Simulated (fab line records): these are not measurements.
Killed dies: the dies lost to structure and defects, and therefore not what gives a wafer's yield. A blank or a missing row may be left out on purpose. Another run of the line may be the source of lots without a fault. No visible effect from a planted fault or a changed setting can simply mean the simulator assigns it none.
fab line records	flow nand_harc
[record] lots = 6	wafers = 18	last_day = 25
route steps=1159 shown P_STI@88 P_GATE@111
lots that met no fault: taken from a fault-free run of the same line
start_h: hours from the record's first day to the start of the lot's first wafer shown	wait_h: time in hours since the lot's previous step	" same as the row above	L1.1+2: a single row standing in for several wafers	- no value, or no start given	* or withheld: withheld	< > ~ a bound
route shown NAME@n: names a module that has steps shown in the file, with the first one's number in the route	usual: mean/standard deviation of fault-free wafers	same: alike in all rows	chamber/n: place in a boat	sites: the reading at each site	_std_site: their standard deviation	_edge_site: the outer-site mean with the inner-site mean subtracted	radius_mm: for every site, how far away it sits from the centre of the wafer	mask NAME#n: copy n	behind: the most recent tool/chamber to have shaped the wafer	hold: the reason the lot was held/the length of the hold in hours/how it ended	device: names the non-switching transistor (n, p or np)	end of line: the same wafers' tests at the end of the route	for a step that has no rows: nothing shown but its recipe	killed: at the first sort, the dies lost to defects and structure; wafer yield is something else	map: shows each die of a wafer: x if killed, . if not, _ if none is there
set.NAME: the setting the step ran with; set.NAME@STEP: the setting that earlier step ran with	model.NAME: the simulator's own value behind a step, which no gauge read
a table for each step, a row for each wafer; lots at some steps of the route
services: a tool's chamber out of use, with start hour (start_h, from the record's first day; less than 0 if before it), hours out, and reason
[[steps]]
[step NHARC_P_STI_ETCH_42]
[recipe] target_depth_a = 800	overetch_a = 240	time_s = 61	ion_energy_ev = 200	n2_flow_sccm = 150	h2_flow_sccm = 150	ar_flow_sccm = 0	rf_w = 400	bias_w = 150	chemistry = N2/H2
[usual] bias_w = 150.0/0.46	drypump_motor_current_A = 5.7/0.45	mfc_ar_sccm = 0.015/0.014	oes_product_au = 1.002/0.011	rf_vpp_V = 431.3/2.7	showerhead_plenum_p_Torr = 2.07/0.098	throttle_valve_pct = 14.170/0.008
lot.wafer	tool	chamber	start_h	wait_h	bias_w	drypump_motor_current_A	mfc_ar_sccm	oes_product_au	rf_hours_counter_h	rf_vpp_V	showerhead_plenum_p_Torr	throttle_valve_pct
L207.3	rie_diel-02	3	66.71	0.1	149.7	5.8	0.024	1.007	5.5	433.6	2.19	14.168
L207.4	"	0	"	"	149.9	5.6	0	0.997	5.6	430.9	2.07	14.179
L207.2	"	2	"	"	149.2	6.3	0	0.990	4.1	431.5	2.04	14.158
L208.4	rie_diel-12	0	73.28	0.1	150.8	5.0	0.025	0.990	1.1	433.6	2.11	14.175
L208.6	"	2	"	"	149.7	6.5	0.028	0.989	-	430.0	2.00	14.174
L208.5	"	3	"	"	150.2	5.6	0.007	1.007	-	435.0	2.20	14.173
L218.4	rie_diel-12	3	131.64	0.1	149.8	5.6	0.007	1.026	2.5	433.8	2.20	14.171
L218.3	"	0	"	"	149.4	5.0	0.025	1.014	2.4	432.7	2.11	14.168
L218.5	"	2	"	"	150.3	6.4	0.028	1.008	-	430.8	2.00	14.178
L220.1	rie_diel-12	1	144.05	0.1	149.9	5.2	0.042	0.997	2.5	428.7	1.99	14.157
L220.3	"	3	"	"	149.9	5.6	0.007	1.015	2.8	435.0	2.20	14.169
L220.2	"	0	"	"	150.6	5.0	0.025	0.996	2.7	432.6	2.11	14.174
L223.1	rie_diel-02	3	163.80	0.2	149.7	5.8	0.024	0.993	0.1	434.2	2.18	14.169
L223.3	"	0	"	"	149.9	5.7	0	0.997	0.2	431.2	2.07	14.168
L223.5	"	2	"	"	150.9	6.3	0	1.005	-	431.1	2.04	14.155
L225.4	rie_diel-02	0	174.67	0.1	150.5	5.7	0	0.992	1.5	431.4	2.07	14.164
L225.1	"	3	"	"	149.4	5.8	0.024	0.992	1.5	435.3	2.18	14.168
L225.5	"	0	"	"	149.3	5.6	0	0.991	-	431.6	2.07	14.173
[step NHARC_P_STI_ETCH_31]
[recipe] target_depth_a = 1089	time_s = 54.5	cf4_flow_sccm = 100	chf3_flow_sccm = 30	ar_flow_sccm = 0	rf_w = 500	bias_w = 200	chemistry = CF4/CHF3
[usual] bias_w = 200.0/0.61	drypump_motor_current_A = 5.7/0.44	mfc_ar_sccm = 0.015/0.015	oes_product_au = 0.968/0.017	rf_vpp_V = 371.1/2.4	showerhead_plenum_p_Torr = 1.59/0.069	throttle_valve_pct = 16.801/0.0088
lot.wafer	tool	chamber	start_h	wait_h	bias_w	drypump_motor_current_A	mfc_ar_sccm	oes_product_au	rf_hours_counter_h	rf_vpp_V	showerhead_plenum_p_Torr	throttle_valve_pct
L207.4	rie_diel-02	3	-	-	199.4	5.8	0.024	0.984	5.5	374.3	1.68	16.812
L207.3	"	0	"	"	200.3	5.7	0	0.979	5.6	372.3	1.60	16.788
L207.2	"	1	"	"	200.1	5.6	0	0.954	5.1	367.1	1.48	16.814
L208.4	rie_diel-12	1	-	-	200.3	5.2	0.042	0.965	0.9	369.2	1.54	16.821
L208.5	"	0	"	"	200.3	5.0	0.025	0.971	-	372.1	1.62	16.806
L208.6	"	1	"	"	198.7	5.2	0.042	0.974	-	368.9	1.54	16.797
L218.4	rie_diel-12	3	-	-	199.7	5.6	0.007	0.986	2.5	374.2	1.69	16.788
L218.3	"	0	"	"	199.5	5.0	0.025	0.975	2.4	372.0	1.62	16.806
L218.5	"	2	"	"	200.4	6.4	0.028	0.980	-	370.4	1.54	16.795
L220.1	rie_diel-12	1	-	-	200.6	5.2	0.042	0.961	2.5	368.5	1.54	16.802
L220.2	"	2	"	"	200.5	6.5	0.028	0.980	2.8	369.3	1.54	16.809
L220.3	"	3	"	"	200.0	5.6	0.007	0.998	2.8	373.2	1.69	16.799
L223.1	rie_diel-02	1	-	-	200.3	5.6	0	0.955	0.2	367.3	1.47	16.813
L223.3	"	2	"	"	200.2	6.3	0	0.967	0.2	371.1	1.57	16.806
L223.5	"	1	"	"	200.3	5.6	0	0.963	-	367.4	1.47	16.802
L225.1	rie_diel-02	1	-	-	200.1	5.6	0	0.975	1.6	366.5	1.47	16.796
L225.4	"	3	"	"	199.5	5.8	0.024	0.965	1.5	374.2	1.68	16.795
L225.5	"	1	"	"	199.4	5.6	0	0.971	-	365.6	1.47	16.810
[step NHARC_P_STI_ETCH_15]
[recipe] target_depth_a = 3000	taper_deg = 4	time_s = 100.1	hbr_flow_sccm = 150	cl2_flow_sccm = 50	rf_w = 400	icp_w = 400	bias_w = 100	chemistry = HBr/Cl2
[usual] bias_w = 100.1/0.32	drypump_motor_current_A = 5.8/0.4	oes_product_au = 1.001/0.012	throttle_valve_pct = 26.406/0.0092
lot.wafer	tool	chamber	start_h	wait_h	bias_w	drypump_motor_current_A	oes_product_au	rf_hours_counter_h	throttle_valve_pct
L207.2	rie_si-04	3	66.92	-	99.9	5.5	0.976	0.7	26.407
L207.4	"	0	"	"	100.0	5.8	0.996	0.8	26.411
L207.3	"	1	"	"	99.7	6.1	1.006	1.0	26.410
L208.4	rie_si-06	3	73.49	-	99.5	6.4	1.010	0.4	26.407
L208.5	"	1	"	"	100.0	5.6	1.009	-	26.401
L208.6	"	2	"	"	100.2	5.7	0.990	-	26.412
L218.4	rie_si-03	2	131.82	-	100.0	5.4	1.012	0.9	26.409
L218.3	"	3	"	"	100.3	6.0	0.990	1.1	26.419
L218.5	"	2	"	"	100.2	5.4	1.007	-	26.403
L220.2	rie_si-06	1	144.25	-	100.2	5.6	0.989	1.0	26.408
L220.1	"	3	"	"	100.0	6.4	1.006	0.9	26.411
L220.3	"	0	"	"	100.2	6.5	1.016	0.8	26.424
L223.3	rie_si-06	0	163.99	-	99.9	6.5	1.010	1.0	26.416
L223.1	"	2	"	"	99.7	5.7	0.993	1.3	26.433
L223.5	"	0	"	"	100.3	6.5	1.022	-	26.404
L225.4	rie_si-04	1	174.86	-	100.0	6.1	1.006	0.5	26.407
L225.1	"	0	"	"	99.9	5.8	0.991	0.4	26.414
L225.5	"	2	"	"	100.2	5.9	0.993	-	26.416
[step NHARC_P_STI_CD_MEAS_16]
[usual] cd_nm = 198.0/3
lot.wafer	tool	chamber	start_h	wait_h	cd_nm
L207.2	cd_sem-03	-	67.07	-	201.1
L207.3	"	-	"	"	199.7
L207.4	"	-	"	"	202.7
L208.4	cd_sem-02	-	73.63	-	195.4
L208.5	"	-	"	"	198.8
L208.6	"	-	"	"	198.8
L218.3	cd_sem-02	-	131.99	-	195.4
L218.4	"	-	"	"	201.9
L218.5	"	-	"	"	198.5
L220.1	cd_sem-01	-	144.41	-	198.7
L220.2	"	-	"	"	191.1
L220.3	"	-	"	"	194.3
L223.1	cd_sem-03	-	164.15	-	203.3
L223.3	"	-	"	"	196.7
L223.5	"	-	"	"	200.5
L225.1	cd_sem-01	-	175.03	-	202.6
L225.4	"	-	"	"	201.5
L225.5	"	-	"	"	198.4
[step NHARC_P_STI_OCD_MEAS_17]
[usual] trench_depth_nm = 301/5.8	trench_foot_cd_nm = 156.2/2.7
lot.wafer	tool	chamber	start_h	wait_h	trench_depth_nm	trench_foot_cd_nm
L207.2	ocd-01	-	67.16	0.1	295	159.1
L207.3	"	-	"	"	304	158.5
L207.4	"	-	"	"	297	157.5
L208.4	ocd-01	-	73.71	0.1	307	156.8
L208.5	"	-	"	"	306	157.0
L208.6	"	-	"	"	296	158.8
L218.3	ocd-02	-	132.07	0.1	289	156.6
L218.4	"	-	"	"	305	160.7
L218.5	"	-	"	"	305	156.1
L220.1	ocd-02	-	144.50	0.1	305	155.6
L220.2	"	-	"	"	296	153.1
L220.3	"	-	"	"	310	150.5
L223.1	ocd-01	-	164.24	0.1	297	160.5
L223.3	"	-	"	"	308	153.1
L223.5	"	-	"	"	310	158.9
L225.1	ocd-02	-	175.12	0.1	295	161.1
L225.4	"	-	"	"	306	158.1
L225.5	"	-	"	"	299	155.8
[step NHARC_P_STI_STRIP_19]
[recipe] time_s = 900	temp_c = 130	chemistry = SPM
[step NHARC_P_STI_PRECLEAN_32]
[recipe] time_s = *	temp_c = 50	bath_age_min = 0	chemistry = SC1
[step NHARC_P_STI_SRD_23]
[step NHARC_P_STI_OCD_MEAS_43]
[usual] trench_depth_nm = 301/5.7	trench_foot_cd_nm = 156.3/2.7
lot.wafer	tool	chamber	start_h	wait_h	trench_depth_nm	trench_foot_cd_nm
L207.2	ocd-02	-	67.68	-	295	158.7
L207.3	"	-	"	"	304	158.2
L207.4	"	-	"	"	296	157.4
L208.4	ocd-02	-	74.24	-	307	156.5
L208.5	"	-	"	"	307	157.0
L208.6	"	-	"	"	296	157.9
L218.3	ocd-01	-	132.58	-	289	157.0
L218.4	"	-	"	"	305	160.8
L218.5	"	-	"	"	305	156.5
L220.1	ocd-01	-	145.02	-	304	156.0
L220.2	"	-	"	"	296	153.8
L220.3	"	-	"	"	310	150.4
L223.1	ocd-02	-	164.75	-	297	160.6
L223.3	"	-	"	"	308	153.9
L223.5	"	-	"	"	310	159.5
L225.1	ocd-01	-	175.71	-	295	161.3
L225.4	"	-	"	"	305	158.6
L225.5	"	-	"	"	299	155.1
[step NHARC_P_STI_OXIDE_33]
[recipe] target_thk_a = 100	temp_c = 1000	ox_time_s = 281	material = SiO2
[step NHARC_P_STI_HDPCVD_20]
[recipe] target_thk_a = withheld	sigma_open_frac = withheld	material = SiO2
[step NHARC_P_STI_ANNEAL_34]
[recipe] temp_c = 1000	time_s = 1800
[step NHARC_P_STI_CMP_21]
[recipe] t_overpolish_s = 20	target_thk_nm = 380.67
[usual] motor_current_A = 12.2/0.98	overpolish_run_s = 20.001/0.01	slurry_flow_ml_min = 150.0/0.45
lot.wafer	tool	chamber	start_h	wait_h	motor_current_A	overpolish_run_s	slurry_flow_ml_min
L207.3	cmp-03	0	82.60	0.4	14.1	19.988	150.5
L207.2	"	1	"	"	11.9	20.003	149.9
L207.4	"	2	"	"	12.7	19.999	150.2
L208.4	cmp-01	1	93.05	0.4	11.8	20.004	150.3
L208.5	"	1	"	"	11.4	20.008	150.0
L208.6	"	2	"	"	11.8	20.008	150.0
L218.3	cmp-03	2	151.54	0.4	12.6	19.989	150.7
L218.4	"	1	"	"	10.5	20.006	149.9
L218.5	"	3	"	"	12.4	19.983	150.6
L220.1	cmp-03	1	164.02	0.4	11.4	20.013	149.8
L220.3	"	3	"	"	12.8	20.004	150.4
L220.2	"	0	"	"	14.8	19.998	149.8
L223.3	cmp-01	1	186.51	0.4	11.9	19.983	149.8
L223.1	"	2	"	"	11.1	19.986	149.9
L223.5	"	3	"	"	13.6	20.013	149.6
L225.1	cmp-01	1	194.14	0.4	11.3	20.015	150.7
L225.4	"	0	"	"	11.8	20.015	149.9
L225.5	"	1	"	"	11.3	19.995	150.5
[step NHARC_P_STI_SRD_35]
[step NHARC_P_STI_ETCH_36]
[recipe] target_depth_a = 388	chemistry = dHF	material = SiO2
[step NHARC_P_STI_STRIP_24]
[recipe] temp_c = 160	chemistry = H3PO4	material = Si3N4
[step NHARC_P_STI_ETCH_37]
[recipe] target_depth_a = 110	chemistry = dHF	material = SiO2
[step NHARC_P_STI_PRECLEAN_38]
[recipe] time_s = *	temp_c = 50	bath_age_min = 0	chemistry = SC1
[step NHARC_P_STI_SRD_39]
[step NHARC_P_STI_OXIDE_40]
[recipe] target_thk_a = 100	temp_c = 900	ox_time_s = 1362	material = SiO2
[step NHARC_P_STI_INSPECT_25]
[usual] raw_defect_count = 261/110
lot.wafer	tool	chamber	start_h	wait_h	hold	raw_defect_count
L207.2	defect_inspect-01	-	91.93	0.4	-	223
L207.3	"	-	"	"	-	283
L207.4	"	-	"	"	-	214
L208.4	defect_inspect-02	-	102.00	0.4	-	112
L208.5	"	-	"	"	-	273
L208.6	"	-	"	"	-	275
L218.3	defect_inspect-02	-	159.97	0.4	await_dispo/0.2h/release	650
L218.4	"	-	"	"	await_dispo/0.2h/release	638
L218.5	"	-	"	"	await_dispo/0.2h/release	693
L218.3	defect_inspect-02	-	160.14	0.2	-	657
L218.4	"	-	"	"	-	627
L218.5	"	-	"	"	-	678
L220.1	defect_inspect-02	-	175.48	0.4	await_dispo/0.2h/release	744
L220.2	"	-	"	"	await_dispo/0.2h/release	1105
L220.3	"	-	"	"	await_dispo/0.2h/release	955
L220.1	defect_inspect-02	-	175.65	0.2	-	748
L220.2	"	-	"	"	-	1085
L220.3	"	-	"	"	-	961
L223.1	defect_inspect-02	-	194.83	0.4	-	272
L223.3	"	-	"	"	-	335
L223.5	"	-	"	"	-	335
L225.1	defect_inspect-02	-	203.95	0.4	-	262
L225.4	"	-	"	"	-	266
L225.5	"	-	"	"	-	189
[step NHARC_P_GATE_PRECLEAN_70]
[recipe] time_s = *	temp_c = 50	bath_age_min = 0	chemistry = SC1
[step NHARC_P_GATE_SRD_01]
[step NHARC_P_GATE_OXIDE_02]
[recipe] target_thk_a = 375	temp_c = 950	p_h2o_torr = 720	ox_time_s = 365	material = SiO2
[step NHARC_P_GATE_DEHYDRATE_03]
[recipe] temp_c = 150	time_s = 120
[step NHARC_P_GATE_HMDS_04]
[recipe] time_s = 30
[step NHARC_P_GATE_COAT_05]
[recipe] spin_rpm = 4690
[step NHARC_P_GATE_SOFTBAKE_06]
[recipe] temp_c = 122	time_s = 95
[step NHARC_P_GATE_EBR_07]
[step NHARC_P_GATE_EXPOSE_08]
[recipe] na = 0.6	dose_mj = 16.75	mask_id = P_HV
[step NHARC_P_GATE_PEB_09]
[recipe] peb_temp_c = 118	peb_time_s = 85
[step NHARC_P_GATE_DEVELOP_10]
[recipe] time_s = 70
[step NHARC_P_GATE_CD_MEAS_11]
[recipe] target_cd_nm = 1640	landing_energy_ev = 500
[usual] cd_nm = 1640.2/2.3
[same] landing_energy_ev = 500
lot.wafer	tool	chamber	start_h	wait_h	cd_nm
L207.2	cd_sem-02	0	100.05	-	1640.4
L207.3	"	0	"	"	1636.5
L207.4	"	0	"	"	1639.5
L208.4	cd_sem-01	0	110.30	-	1638.1
L208.5	"	0	"	"	1642.0
L208.6	"	0	"	"	1640.8
L218.3	cd_sem-02	0	168.27	-	1638.0
L218.4	"	0	"	"	1635.5
L218.5	"	0	"	"	1637.9
L220.1	cd_sem-02	0	186.79	-	1642.5
L220.2	"	0	"	"	1643.2
L220.3	"	0	"	"	1641.6
L223.1	cd_sem-02	0	202.97	-	1638.6
L223.3	"	0	"	"	1639.9
L223.5	"	0	"	"	1641.4
L225.1	cd_sem-01	0	213.05	-	1643.7
L225.4	"	0	"	"	1640.6
L225.5	"	0	"	"	1639.9
[step NHARC_P_GATE_HARDBAKE_12]
[recipe] temp_c = 125	time_s = 80
[step NHARC_P_GATE_DESCUM_13]
[recipe] time_s = 3	o2_flow_sccm = 200	ar_flow_sccm = 0	bias_power_w = 0	chemistry = O2
[usual] drypump_motor_current_A = 5.7/0.45	mfc_ar_sccm = 0.005/0.012	oes_product_au = 1.001/0.012	rf_vpp_V = 57.7/1	showerhead_plenum_p_Torr = 1.89/0.1	throttle_valve_pct = 11.312/0.0093
lot.wafer	tool	chamber	start_h	wait_h	drypump_motor_current_A	mfc_ar_sccm	oes_product_au	rf_hours_counter_h	rf_vpp_V	showerhead_plenum_p_Torr	throttle_valve_pct
L207.2	rie_diel-01	0	100.20	-	5.8	0	0.999	41	57.4	1.78	11.308
L207.4	"	1	"	"	5.2	0.016	0.988	39	55.8	1.77	11.308
L207.3	"	2	"	"	6.3	0	1.005	41	57.5	2.05	11.308
L208.4	rie_diel-13	1	110.46	-	5.9	0	0.982	1	58.6	2.02	11.305
L208.5	"	0	"	"	6.1	0	1.004	-	56.1	1.84	11.314
L208.6	"	1	"	"	5.9	0	0.984	-	58.8	2.02	11.310
L218.4	rie_diel-01	3	168.44	-	5.0	0.027	1.012	4	59.4	2.01	11.321
L218.3	"	0	"	"	5.9	0	0.989	4	57.2	1.78	11.318
L218.5	"	2	"	"	6.3	0	0.983	-	57.2	2.04	11.326
L220.3	rie_diel-13	0	186.95	-	6.1	0	1.026	16	58.3	1.84	11.313
L220.1	"	2	"	"	5.8	0	0.993	17	57.8	1.78	11.296
L220.2	"	3	"	"	4.8	0	1.009	17	57.1	1.77	11.312
L223.3	rie_diel-13	3	203.13	-	4.8	0	1.000	21	58.1	1.77	11.310
L223.1	"	0	"	"	6.1	0	1.019	20	59.0	1.84	11.309
L223.5	"	3	"	"	4.8	0	0.998	-	57.5	1.77	11.306
L225.4	rie_diel-03	0	213.24	-	5.8	0	0.980	64	58.4	1.96	11.306
L225.1	"	1	"	"	5.6	0	1.015	62	56.6	1.86	11.297
L225.5	"	2	"	"	5.5	0.044	1.021	-	58.4	1.97	11.315
[step NHARC_P_GATE_ETCH_14]
[recipe] target_depth_a = 488	chemistry = dHF	material = SiO2
[step NHARC_P_GATE_STRIP_15]
[recipe] time_s = 780	temp_c = 130	chemistry = SPM
[step NHARC_P_GATE_PRECLEAN_71]
[recipe] time_s = *	temp_c = 50	bath_age_min = 0	chemistry = SC1
[step NHARC_P_GATE_SRD_72]
[step NHARC_P_GATE_OXIDE_16]
[recipe] target_thk_a = 30	temp_c = 875	ox_time_s = 392	material = SiO2
[step NHARC_P_GATE_INSPECT_28]
[usual] raw_defect_count = 7/3.1
lot.wafer	tool	chamber	start_h	wait_h	hold	raw_defect_count
L207.2	defect_inspect-02	-	113.86	0.0	-	7
L207.3	"	-	"	"	-	4
L207.4	"	-	"	"	-	6
L208.4	defect_inspect-01	-	125.56	0.0	-	9
L208.5	"	-	"	"	-	6
L208.6	"	-	"	"	-	12
L218.3	defect_inspect-01	-	183.88	0.0	await_dispo/0.2h/release	460
L218.4	"	-	"	"	await_dispo/0.2h/release	444
L218.5	"	-	"	"	await_dispo/0.2h/release	441
L218.3	defect_inspect-01	-	184.05	0.2	-	457
L218.4	"	-	"	"	-	432
L218.5	"	-	"	"	-	442
L220.1	defect_inspect-01	-	200.37	0.0	await_dispo/0.2h/release	438
L220.2	"	-	"	"	await_dispo/0.2h/release	405
L220.3	"	-	"	"	await_dispo/0.2h/release	457
L220.1	defect_inspect-01	-	200.54	0.2	-	444
L220.2	"	-	"	"	-	406
L220.3	"	-	"	"	-	442
L223.1	defect_inspect-01	-	216.31	0.0	-	10
L223.3	"	-	"	"	-	9
L223.5	"	-	"	"	-	11
L225.1	defect_inspect-01	-	229.74	0.0	-	11
L225.4	"	-	"	"	-	8
L225.5	"	-	"	"	-	5
[[services]]
tool	chamber	start_h	hours	kind
rie_diel-12	1	49.80	4.5	repair
cmp-03	-	58.00	4.0	pm
cmp-01	-	81.50	4.0	pm
rie_diel-12	-	86.55	0.7	repair
rie_si-04	-	99.00	9.0	pm
rie_diel-13	-	99.01	9.0	pm
rie_diel-13	1	114.66	9.2	repair
cmp-01	-	123.70	1.2	repair
rie_diel-01	0	125.14	5.7	repair
cmp-03	-	127.93	2.3	repair
cmp-01	-	130.36	1.7	repair
rie_diel-01	-	146.45	9.0	pm
rie_diel-02	-	150.70	9.0	pm
cmp-03	-	156.00	4.0	pm
cmp-01	-	179.50	4.0	pm
rie_si-06	-	183.09	9.0	pm
cmp-01	-	184.47	0.3	repair
rie_diel-13	-	187.65	0.8	repair
cmp-01	-	192.30	1.0	repair
rie_diel-02	2	193.43	27.5	repair
cmp-01	-	195.39	2.5	repair
rie_diel-02	0	196.45	85.4	repair
rie_diel-12	-	202.41	9.0	pm
rie_si-06	2	207.44	5.6	repair
[[key]]
[first_sign] step = NHARC_P_STI_INSPECT_25	reading = visit	direction = added
[effect] step = NHARC_P_STI_INSPECT_25	reading = raw_defect_count	direction = up	sigmas = 4.9	usual = 261	struck = 798
[effect] step = NHARC_P_GATE_INSPECT_28	reading = raw_defect_count	direction = up	sigmas = 99+	usual = 7	struck = 441
met_at NHARC_P_STI_CMP_21
struck_wafers L218.3,L218.4,L218.5,L220.1,L220.2,L220.3
scrapped_behind NHARC_P_GATE_INSPECT_28 L218.3,L218.4,L218.5,L220.1,L220.2,L220.3
onset_between 82.60 151.54
also_fits NHARC_P_STI_ETCH_42:rie_diel-12,NHARC_P_STI_ETCH_31:rie_diel-12
[fault] kind = chamber_particle_source	tool = cmp-03	chamber = -	onset_h = 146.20	steps = NHARC_P_STI_CMP_21	rate_per_visit_cm2 = 0.69064	end_h = 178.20
